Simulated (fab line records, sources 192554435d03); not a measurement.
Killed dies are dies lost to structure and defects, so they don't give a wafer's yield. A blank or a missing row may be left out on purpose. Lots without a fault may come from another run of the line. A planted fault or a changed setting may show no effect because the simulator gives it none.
Chamber matching | flow n5_finfet | N5_BEOL_M7_ETCH_61 on rie_diel-04: 4 sister chambers
The step etches SiARC in CF4, target depth 45.5 nm, time 75.8 s. 18 wafers are shown with their chamber, then 9 later ones without.

WAFERS WITH THEIR CHAMBER
wafer  | chamber | drypump_motor_current_A (A) | showerhead_plenum_p_Torr (Torr) | throttle_valve_pct (%)
L076.3 | 1       | 5.1                         | 2.10                            | 15.76
L076.4 | 3       | 5.4                         | 2.28                            | 15.15
L076.6 | 1       | 5.0                         | 2.10                            | 15.77
L079.1 | 3       | 5.4                         | 2.28                            | 15.14
L079.3 | 1       | 5.0                         | 2.10                            | 15.77
L079.5 | 2       | 5.0                         | 2.04                            | 15.60
L083.1 | 0       | 6.3                         | 2.07                            | 15.72
L083.4 | 2       | 5.0                         | 2.04                            | 15.63
L083.5 | 3       | 5.4                         | 2.27                            | 15.19
L085.3 | 2       | 5.0                         | 2.04                            | 15.63
L085.5 | 0       | 6.3                         | 2.07                            | 15.70
L085.6 | 3       | 5.4                         | 2.27                            | 15.19
L089.1 | 3       | 5.4                         | 2.27                            | 15.21
L089.2 | 2       | 5.0                         | 2.03                            | 15.65
L089.6 | 0       | 6.3                         | 2.07                            | 15.72
L090.1 | 2       | 5.0                         | 2.03                            | 15.65
L090.4 | 3       | 5.4                         | 2.27                            | 15.20
L090.5 | 2       | 5.0                         | 2.03                            | 15.67

SIGNATURES (means of the wafers above)
reading                  | chamber 0 | chamber 1 | chamber 2 | chamber 3 | scatter within a chamber
drypump_motor_current_A  | 6.300     | 5.033     | 5.000     | 5.400     | 0.0218
showerhead_plenum_p_Torr | 2.0700    | 2.1000    | 2.0350    | 2.2733    | 0.0045
throttle_valve_pct       | 15.7133   | 15.7667   | 15.6383   | 15.1800   | 0.0227
Rule: a wafer's distance from a chamber is the root of the sum, over the readings, of the square of ((its reading less the chamber's mean) divided by the reading's scatter). The wafer belongs to the nearest chamber; if the next one is less than 2 further off, it can't be placed. The scatter: the root of (the sum of the squares of (reading less its chamber's mean) over the shown wafers, divided by (wafers less chambers)).

WAFERS WITHOUT THEIR CHAMBER
wafer  | drypump_motor_current_A (A) | showerhead_plenum_p_Torr (Torr) | throttle_valve_pct (%)
L093.2 | 6.3                         | 2.07                            | 15.73
L093.5 | 5.0                         | 2.09                            | 15.30
L093.6 | 6.3                         | 2.07                            | 15.72
L095.3 | 5.4                         | 2.27                            | 15.22
L095.5 | 5.4                         | 2.26                            | 15.22
L095.6 | 5.0                         | 2.03                            | 15.68
L096.3 | 5.4                         | 2.26                            | 15.24
L096.4 | 5.0                         | 2.03                            | 15.68
L096.5 | 6.3                         | 2.06                            | 15.75

WHICH CHAMBER EACH WENT THROUGH
wafer  | from the rows above     | in truth
L093.2 | 0                       | 0
L093.5 | can't be placed: 2 or 1 | 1
L093.6 | 0                       | 0
L095.3 | 3                       | 3
L095.5 | 3                       | 3
L095.6 | 2                       | 2
L096.3 | 3                       | 3
L096.4 | 2                       | 2
L096.5 | 0                       | 0
Placed correctly: 8 of 9. Can't be placed from these rows: 1 (the true chamber is among the candidates in 1). Placed wrongly: 0.
